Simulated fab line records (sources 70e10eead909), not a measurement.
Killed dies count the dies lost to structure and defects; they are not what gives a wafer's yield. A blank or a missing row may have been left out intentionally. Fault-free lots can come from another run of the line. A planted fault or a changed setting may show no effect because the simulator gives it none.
fab line records | flow nand-harc
record: lots: 6 wafers: 18 last-day: 24
route steps=1159 shown P_M2@338 P_BONDPAD@351 END@1159
lots that met no fault: from a run of the same line without faults
start-h: the number of hours between the record's first day and the start of the first shown wafer of the lot | wait-h: time in hours since the lot's previous step | " identical to the entry in the row above | L1.1+2: a row that stands for several wafers | - no value, or no start was given | * or withheld: withheld | < > ~ a bound
route shown NAME@n: NAME is a module with steps in the file, n the number in the route of the first one | usual: mean/standard deviation of fault-free wafers | same: alike in all rows | chamber/n: place in a boat | sites: per-site readings | _std_site: standard deviation of those values | _edge_site: the outer-site mean with the inner-site mean subtracted | radius-mm: how far each site lies from the wafer's centre | mask NAME#n: copy n | behind: the tool/chamber that last shaped the wafer | hold: cause of the lot's hold/its duration in hours/its outcome | device: which transistor (n, p or np) failed to switch | end of line: the same wafers' tests at the end of the route | a step without rows: its recipe alone | killed: dies lost to structure and defects at the first sort, not the wafer's yield | map: the dies of a wafer, with x for killed, . for not killed, _ for no die there
set.NAME: the run value of the setting; set.NAME@STEP: its run value at that earlier step | model.NAME: the simulator's own value behind a step, which no gauge read
lots seen at some steps along the route; tables by step, rows by wafer
services: the hour from which a tool's chamber was out of use, counted from the record's first day as start-h (under 0 if before that day), plus the number of hours and why
== steps ==
step: NHARC_P_M2_DEGAS_29
recipe: temp-c: 250 time-s: 60
usual: heater-power-w: 350/36
columns lot.wafer tool chamber start-h wait-h heater-power-w
L456.4 pvd-sputter-03 - 169.37 - 387
L456.2 " - " " 324
L456.5 " - " " 375
L457.3 pvd-sputter-01 - 170.61 - 298
L457.5 " - " " 360
L457.6 " - " " 299
L462.3 pvd-sputter-01 - 203.41 - 356
L462.4 " - " " 301
L462.5 " - " " 310
L466.3 pvd-sputter-03 - 229.91 - 320
L466.2 " - " " 402
L466.6 " - " " 364
L468.1 pvd-sputter-03 - 245.47 - 316
L468.4 " - " " 389
L468.5 " - " " 365
L471.3 pvd-sputter-03 - 256.55 - 372
L471.1 " - " " 319
L471.6 " - " " 371
step: NHARC_P_M2_PRE_CLEAN_30
recipe: time-s: 30 temp-c: 280 gas: H2/He
usual: heater-power-w: 432/45
columns lot.wafer tool chamber start-h wait-h heater-power-w
L456.4 pvd-sputter-03 - - - 453
L456.2 " - " " 386
L456.5 " - " " 454
L457.3 pvd-sputter-01 - - - 362
L457.6 " - " " 354
L457.5 " - " " 511
L462.4 pvd-sputter-01 - - - 367
L462.3 " - " " 359
L462.5 " - " " 512
L466.3 pvd-sputter-03 - - - 452
L466.2 " - " " 483
L466.6 " - " " 435
L468.1 pvd-sputter-03 - - - 446
L468.4 " - " " 449
L468.5 " - " " 479
L471.3 pvd-sputter-03 - - - 454
L471.1 " - " " 458
L471.6 " - " " 369
step: NHARC_P_M2_PVD_20
recipe: target-thk-a: 50 bias-v: 168.6 power-w: 15000 chamber-pressure-pa: 0.12 time-s: 8.06 substrate-temp-c: 50 material: TaN
step: NHARC_P_M2_PVD_21
recipe: target-thk-a: 300 chamber-pressure-pa: 5 power-w: 5000 substrate-temp-c: 30 time-s: 20.49 material: Cu
step: NHARC_P_M2_ECD_22
recipe: target-thk-a: 4000 bath-temp-c: 25 material: Cu
step: NHARC_P_M2_ANNEAL_31
recipe: temp-c: 225 time-s: 90
usual: wafer_temp_C_max: 226.29/0.26
columns lot.wafer tool chamber start-h wait-h wafer_temp_C_max
L456.2 rtp-anneal-02 0 170.15 - 226.11
L456.4 " 0 " " 226.10
L456.5 " 0 " " 226.35
L457.3 rtp-anneal-02 0 171.46 0.3 226.52
L457.5 " 0 " " 226.14
L457.6 " 0 " " 226.29
L462.3 rtp-anneal-02 0 204.25 - 225.55
L462.4 " 0 " " 226.02
L462.5 " 0 " " 226.45
L466.2 rtp-anneal-02 0 230.70 0.4 226.10
L466.3 " 0 " " 226.29
L466.6 " 0 " " 226.41
L468.1 rtp-anneal-01 0 246.20 - 226.39
L468.4 " 0 " " 226.29
L468.5 " 0 " " 226.01
L471.1 rtp-anneal-01 0 257.29 0.3 226.76
L471.3 " 0 " " 226.48
L471.6 " 0 " " 226.43
step: NHARC_P_M2_CMP_23
recipe: t-overpolish-s: 20 target-thk-nm: 144.3
usual: edge-zone-pressure-frac: 0.999/0.0044 motor-current-A: 11.9/1 slurry-filter-dp-kPa: 13.50/0.12 time-to-endpoint-s: 27.6/2
columns lot.wafer tool chamber start-h wait-h edge-zone-pressure-frac motor-current-A slurry-filter-dp-kPa time-to-endpoint-s
L456.2 cmp-03 3 170.50 - 0.997 12.3 13.50 27.8
L456.4 " 0 " " 0.998 11.6 13.67 27.8
L456.5 " 3 " " 1.002 11.8 13.60 27.6
L457.3 cmp-04 3 171.78 - 0.999 11.8 13.42 23.2
L457.6 " 0 " " 1.002 11.0 13.54 27.6
L457.5 " 1 " " 0.992 11.3 13.51 28.3
L462.4 cmp-01 3 204.55 - 1.004 13.1 13.37 26.8
L462.3 " 0 " " 1.002 13.3 13.56 27.8
L462.5 " 2 " " 0.995 11.6 13.34 30.4
L466.2 cmp-01 3 231.00 - 1.000 12.6 13.67 27.3
L466.3 " 0 " " 0.998 12.9 13.59 29.4
L466.6 " 0 " " 0.995 12.3 13.47 29.7
L468.1 cmp-04 0 246.58 - 1.006 11.5 13.58 28.1
L468.4 " 1 " " 0.999 10.7 13.63 26.6
L468.5 " 0 " " 1.009 11.8 13.52 27.1
L471.1 cmp-04 2 257.69 - 1.002 10.8 13.35 25.5
L471.3 " 3 " " 1.000 12.5 13.47 26.8
L471.6 " 1 " " 1.001 11.1 13.59 31.2
step: NHARC_P_M2_THK_MEAS_24
recipe: thk-meas-gauge: xrf
usual: thk-nm: 143.9/1.5
columns lot.wafer tool chamber start-h wait-h thk-nm
L456.2 film-metro-01 - 170.79 - 145.5
L456.4 " - " " 142.9
L456.5 " - " " 143.7
L457.3 film-metro-02 - 172.02 - 142.6
L457.5 " - " " 145.2
L457.6 " - " " 142.4
L462.3 film-metro-02 - 204.81 - 145.6
L462.4 " - " " 143.8
L462.5 " - " " 144.7
L466.2 film-metro-02 - 231.31 - 144.2
L466.3 " - " " 146.4
L466.6 " - " " 147.5
L468.1 film-metro-02 - 246.86 - 143.7
L468.4 " - " " 142.3
L468.5 " - " " 144.4
L471.1 film-metro-01 - 257.95 - 143.0
L471.3 " - " " 142.8
L471.6 " - " " 145.3
step: NHARC_P_M2_SRD_25
step: NHARC_P_M2_INSPECT_27
usual: raw-defect-count: 317/110
columns lot.wafer tool chamber start-h wait-h raw-defect-count
L456.2 defect-inspect-01 - 170.94 0.0 216
L456.4 " - " " 177
L456.5 " - " " 180
L457.3 defect-inspect-01 - 172.17 0.0 383
L457.5 " - " " 282
L457.6 " - " " 364
L462.3 defect-inspect-02 - 204.97 0.0 593
L462.4 " - " " 306
L462.5 " - " " 370
L466.2 defect-inspect-01 - 231.47 0.0 292
L466.3 " - " " 246
L466.6 " - " " 288
L468.1 defect-inspect-01 - 247.02 0.0 249
L468.4 " - " " 291
L468.5 " - " " 253
L471.1 defect-inspect-01 - 258.15 0.0 270
L471.3 " - " " 493
L471.6 " - " " 320
step: NHARC_P_M2_PRE_CLEAN_32
recipe: time-s: 12 temp-c: 370 rf-power-w: 300 gas: NH3
step: NHARC_P_M2_DEP_33
recipe: target-thk-a: 300 temp-c: 370 target-thk-nm: 30 pressure-torr: 3 flow-sccm: 200 rf-w: 450 material: SiCN
usual: chamber-pressure-Torr: 3.000/0.0069 heater-power-outer-w: 319/37 heater-power-w: 573/59
columns lot.wafer tool chamber start-h wait-h chamber-pressure-Torr heater-power-outer-w heater-power-w
L456.2 pecvd-03 2 171.13 0.1 - - -
L456.5 " 2 " " - - -
L456.4 " 0 " " - - -
L457.3 pecvd-02 0 172.41 0.1 - - -
L457.6 " 1 " " - - -
L457.5 " 2 " " - - -
L462.3 pecvd-03 2 205.11 0.1 3.001 243 457
L462.5 " 2 " " 3.011 245 464
L462.4 " 1 " " 2.999 358 601
L466.2 pecvd-01 1 231.72 0.1 3.011 311 580
L466.3 " 1 " " 3.011 315 579
L466.6 " 1 " " 3.006 313 593
L468.1 pecvd-02 2 247.35 0.1 3.003 293 519
L468.4 " 0 " " 3.003 314 563
L468.5 " 2 " " 3.004 293 532
L471.3 pecvd-03 0 258.29 0.1 2.997 284 508
L471.1 " 2 " " 3.007 264 477
L471.6 " 1 " " 2.988 315 555
step: NHARC_P_BONDPAD_DEP_00
recipe: target-thk-a: 2500 temp-c: 370 target-thk-nm: 250 pressure-torr: 3 flow-sccm: 200 rf-w: 450 material: SiCN
usual: chamber-pressure-Torr: 3.000/0.0071 heater-power-outer-w: 322/36 heater-power-w: 580/61
columns lot.wafer tool chamber start-h wait-h chamber-pressure-Torr heater-power-outer-w heater-power-w
L456.2 pecvd-02 0 171.59 0.4 2.999 294 546
L456.5 " 1 " " 2.997 391 649
L456.4 " 0 " " 3.001 305 554
L457.3 pecvd-03 2 172.73 0.3 2.992 298 523
L457.5 " 2 " " 2.997 312 534
L457.6 " 0 " " 3.000 282 504
L462.3 pecvd-02 2 205.62 - 3.010 301 537
L462.5 " 1 " " 3.014 313 546
L462.4 " 2 " " 3.005 306 552
L466.3 pecvd-02 1 232.20 0.3 2.996 344 578
L466.2 " 2 " " 3.006 292 524
L466.6 " 1 " " 3.005 353 589
L468.1 pecvd-03 0 247.68 - 2.999 292 524
L468.5 " 0 " " 3.003 301 533
L468.4 " 2 " " 2.986 268 482
L471.3 pecvd-02 0 258.71 - 3.010 307 577
L471.1 " 1 " " 3.004 309 539
L471.6 " 0 " " 2.993 313 590
step: NHARC_END_SORT_01
recipe: temp-c: 25
usual: defect-limited-yield: 95.5/1.3 killed-at-array: 27/8.8 killed-at-other: 0.4/0.82 killed-at-periphery: 3.1/2.1 killed-dies: 31/8.8 killed-open: 3.3/2 killed-short: 2.0/1.4 sort_bin_2_pct: 1.3/0.56 sort_bin_3_pct: 0.25/0.21 sort_bin_4_pct: 2.9/0.89 sort-n-pass: 646/8.8 sort-rim-yield-pct: 95.8/2.7 sort-yield-pct: 95.5/1.3
same: gross-dies: 677 sort_bin_5_pct[%]: 0 sort_bin_6_pct[%]: 0 sort_bin_7_pct[%]: 0 sort_bin_8_pct[%]: 0 sort-rim-n-gross: 106.00
columns lot.wafer tool chamber start-h wait-h defect-limited-yield[%] killed-at-array killed-at-other killed-at-periphery killed-dies killed-open killed-short sort_bin_2_pct[%] sort_bin_3_pct[%] sort_bin_4_pct[%] sort-n-pass sort-rim-yield-pct[%] sort-yield-pct[%]
L462.3 prober-02 0 506.97 3.1 94.8 28 4 3 35 7 1 1.8 0.44 3.0 642 92.5 94.8
L462.4 prober-02 0 507.76 3.4 96.9 19 0 2 21 1 1 1.9 0 1.2 656 99.1 96.9
L462.5 prober-02 0 508.55 3.7 95.7 23 3 3 29 1 3 1.2 0.44 2.7 648 90.6 95.7
L466.2 prober-02 0 546.80 2.8 96.9 18 0 3 21 1 3 0.6 0.30 2.2 656 94.3 96.9
L466.3 prober-02 0 547.60 3.1 94.7 31 1 4 36 7 3 1.5 0.30 3.5 641 89.6 94.7
L466.6 prober-02 0 549.99 4.0 95.9 26 2 0 28 3 4 1.0 0.59 2.5 649 95.3 95.9
killed by level:class
L462.3 A_SLIT:chamber-film-flake=11 A_CHANNEL_HOLE_D1:chamber-film-flake=5 A_CONTACT:chamber-film-flake=4 THIN_TSV:chamber-film-flake=3 A_ONON_D1:geometric-particle:open=2 A_CHANNEL_FILL_D1:geometric-particle:open=2 P_CONTACT:geometric-particle:open=1 A_WL_FILL:geometric-particle:open=1
L462.4 A_SLIT:chamber-film-flake=10 A_CONTACT:chamber-film-flake=5 A_CHANNEL_HOLE_D1:chamber-film-flake=3 P_CONTACT:geometric-particle:open=1 A_CHANNEL_HOLE_D1:geometric-particle:short=1 P_GATE:chamber-film-flake=1
L462.5 A_SLIT:chamber-film-flake=11 A_CONTACT:chamber-film-flake=5 A_CHANNEL_HOLE_D1:chamber-film-flake=3 A_ONON_D1:geometric-particle:short=2 P_GATE:chamber-film-flake=2 THIN_TSV:chamber-film-flake=2 P_CONTACT:geometric-particle:open=1 A_CHANNEL_FILL_D1:geometric-particle:short=1
L466.2 A_SLIT:chamber-film-flake=9 A_CHANNEL_HOLE_D1:chamber-film-flake=3 A_WL_FILL:geometric-particle:short=2 P_GATE:chamber-film-flake=2 A_SOURCE_PLATE:geometric-particle:short=1 A_M1:geometric-particle:open=1 P_ZERO_WELL:chamber-film-flake=1 A_STAIRCASE:chamber-film-flake=1
L466.3 A_SLIT:chamber-film-flake=12 A_CHANNEL_HOLE_D1:chamber-film-flake=5 A_CONTACT:chamber-film-flake=3 P_GATE:chamber-film-flake=2 A_CHANNEL_FILL_D1:chamber-film-flake=2 P_CONTACT:geometric-particle:open=1 P_M0:geometric-particle:open=1 A_SOURCE_PLATE:geometric-particle:open=1
L466.6 A_SLIT:chamber-film-flake=10 A_CHANNEL_HOLE_D1:chamber-film-flake=7 A_STAIRCASE:chamber-film-flake=2 A_CONTACT:chamber-film-flake=2 A_ONON_D1:geometric-particle:open=1 A_ONON_D1:geometric-particle:short=1 A_CHANNEL_FILL_D1:geometric-particle:short=1 A_WL_FILL:geometric-particle:open=1
== services ==
columns tool chamber start-h hours kind
pecvd-02 - 153.24 13.0 pm
pecvd-02 0 153.24 13.0 vent-cycle
pecvd-02 1 153.24 13.0 vent-cycle
pecvd-02 2 153.24 13.0 vent-cycle
cmp-03 - 156.02 4.0 pm
pvd-sputter-01 - 158.00 10.0 pm
pecvd-01 - 164.88 0.4 repair
pecvd-02 0 166.24 - clean
pecvd-02 1 166.24 - clean
pecvd-02 2 166.24 - clean
pecvd-02 - 170.52 0.4 repair
cmp-03 - 172.69 1.2 repair
cmp-01 - 189.85 4.0 pm
cmp-04 - 203.25 4.0 pm
pecvd-02 0 207.03 5.3 repair
pecvd-02 - 211.36 0.4 repair
pecvd-01 - 215.71 0.7 repair
pecvd-01 - 218.99 0.6 repair
pecvd-01 0 224.78 8.1 repair
cmp-03 - 225.62 0.4 repair
pecvd-02 - 235.98 0.8 repair
cmp-04 - 237.38 0.3 repair
pecvd-01 - 237.46 13.0 pm
cmp-03 - 254.02 4.0 pm
== key ==
first-sign: step: NHARC_P_M2_DEP_33 reading: tool-record direction: missing
effect none on later readings
met-at NHARC_P_M2_DEP_33
struck-wafers L456.2,L456.4,L456.5,L457.3,L457.5,L457.6
fault: kind: skipped-step-whole tool: pecvd-02,pecvd-03 chamber: - onset-h: 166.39 steps: NHARC_P_M2_DEP_33 scope: struck-lots-only
